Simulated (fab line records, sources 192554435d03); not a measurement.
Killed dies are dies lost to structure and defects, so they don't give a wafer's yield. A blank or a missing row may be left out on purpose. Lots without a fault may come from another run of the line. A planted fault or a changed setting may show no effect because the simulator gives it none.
A struck lot beside a sound one | flow n5_finfet | 38 steps out of a route of 1938
Sound: wafers L413.2, L413.4, L413.6. Struck: wafers L414.4, L414.5. (L414.3 of the same lot was not struck and is left out.) The cause comes at the end.
At each step with rows: each side's tool, then ch and its chambers, then its first start. Under that, the readings that differ: sound wafers | struck wafers | difference of the means | sigmas: that difference in standard deviations of wafers without a fault.
alike: readings whose means differ by less than 2 such deviations, and words and numbers that are the same on both sides. not compared: withheld readings, readings that some wafer has no value for, bounds like >300 that may hide the same value, and numbers for which the record gives no deviation and whose values overlap.
The two part at a step that has a row with sigmas, a row that says differs or no value, or rows on one side only. Numbers that don't overlap but have no deviation are shown without sigmas and don't part them. A reading that every wafer of one side lacks parts them only if that side has two wafers or more.

first, 12 steps without rows for these wafers: N5_MOL_CONTACT_COAG_ETCH_66 (etches SiARC in CF4, target depth 13 nm, time 21.7 s); N5_MOL_CONTACT_COAG_ALD_133 (deposits SiO2, target thk 5 nm, pulse time 1 s, co reactant pulse time 1 s); N5_MOL_CONTACT_COAG_ETCHBACK_134 (etches SiO2 in CHF3, target depth 10 nm, time 6.7 s); N5_MOL_CONTACT_COAG_ETCH_67 (etches SOC in N2/H2, target depth 60 nm, overetch 21 nm, time 101.2 s); N5_MOL_CONTACT_COAG_STRIP_68 (strips in N2/H2); N5_MOL_CONTACT_COAG_STRIP_69 (strips in N2/H2); N5_MOL_CONTACT_COAG_ETCHBACK_136 (etches SiO2 in CHF3, target depth 25 nm, time 16.7 s); N5_MOL_CONTACT_COAG_STRIP_120 (strips in CHF3); N5_MOL_CONTACT_COAG_VIA_ETCH_117 (etches SiO2 in C4F6/O2, target depth 40 nm, overetch 8 nm, time 26 s); N5_MOL_CONTACT_COAG_ETCH_124 (etches SiNx in CH3F/O2, stops on SiOC, target depth 6.5 nm); N5_MOL_CONTACT_COAG_ETCH_48 (etches SiOC in C4F6/O2, target depth 15 nm, overetch 4.5 nm, time 17 s); N5_MOL_CONTACT_COAG_STRIP_72 (strips in N2/H2).
N5_MOL_CONTACT_COAG_STRIP_49: strips in N2/H2, time 30 s.
  sound on plasma_asher-02 ch 0,1, day 6 04:19; struck on plasma_asher-02 ch 0, day 6 13:27
  alike: drypump_motor_current_A, heater_power_w
  not compared: rf_hours_counter_h
then, 24 steps without rows for these wafers: N5_MOL_CONTACT_COAG_PRECLEAN_138 (cleans in alkaline clean, time 60 s); N5_MOL_CONTACT_COAG_SRD_139 (time 30 s); N5_MOL_CONTACT_COAG_PRE_CLEAN_121; N5_MOL_CONTACT_COAG_CVD_140 (deposits W, target thk 66.5 nm, time 215 s); N5_MOL_CONTACT_COAG_PRECLEAN_127 (cleans in DIW, time 57.5 s); N5_MOL_CONTACT_COAG_SRD_128 (dry time 32 s); N5_MOL_CONTACT_COAG_CMP_52 (polishes, stops on SiO2, t overpolish 1.5 s, target thk 66.5 nm); N5_MOL_CONTACT_COAG_ANNEAL_112 (time 1800 s); N5_BEOL_M0_SAQP_PECVD_00 (deposits SiCN from 3MS/NH3, target thk 8 nm, time 14 s); N5_BEOL_M0_SAQP_ILD_DEP_01 (deposits SiOC from DEMS/O2, target thk 45.419 nm, time 8.7 s); N5_BEOL_M0_SAQP_HM_DEP_02 (deposits TiN, target thk 12 nm); N5_BEOL_M0_SAQP_PECVD_03 (deposits SiCN from 3MS/NH3, target thk 12 nm, time 21.1 s); N5_BEOL_M0_SAQP_PECVD_96 (deposits a-Si from SiH4/He, target thk 45 nm, time 45.2 s); N5_BEOL_M0_SAQP_PECVD_97 (deposits SiNx from SiH4/NH3/N2, target thk 23 nm, time 19.9 s); N5_BEOL_M0_SAQP_PECVD_04 (deposits a-Si from SiH4/He, target thk 60 nm, time 60.2 s); N5_BEOL_M0_SAQP_HM_DEP_111 (deposits SiO2 from SiH4/N2O, target thk 12 nm, time 7.2 s); N5_BEOL_M0_SAQP_COAT_81 (time 60 s, resist thk 100 nm); N5_BEOL_M0_SAQP_COAT_82 (time 60 s, resist thk 30 nm); N5_BEOL_M0_SAQP_COAT_08 (resist thk 90 nm); N5_BEOL_M0_SAQP_EBR_10; N5_BEOL_M0_SAQP_SOFTBAKE_09 (time 60 s); N5_BEOL_M0_SAQP_EXPOSE_11 (exposes mask M0 CORE, target cd 42 nm); N5_BEOL_M0_SAQP_PEB_12 (peb time 60 s); N5_BEOL_M0_SAQP_DEVELOP_13 (develop time 30 s).
-- the record jumps here: 6 days lie between the struck wafers' starts before and after (it left off in module BEOL_M0_SAQP and takes up again in module PASSIVATION, whose first step shown is number 1936 of the route) --
N5_PASSIVATION_PROBE_49:
  the record has rows for the struck wafers here (prober-02, day 12 08:47) and none for the sound ones

WHERE THEY PART
Only at N5_PASSIVATION_PROBE_49, within this record.

WHY: what the simulator had put in
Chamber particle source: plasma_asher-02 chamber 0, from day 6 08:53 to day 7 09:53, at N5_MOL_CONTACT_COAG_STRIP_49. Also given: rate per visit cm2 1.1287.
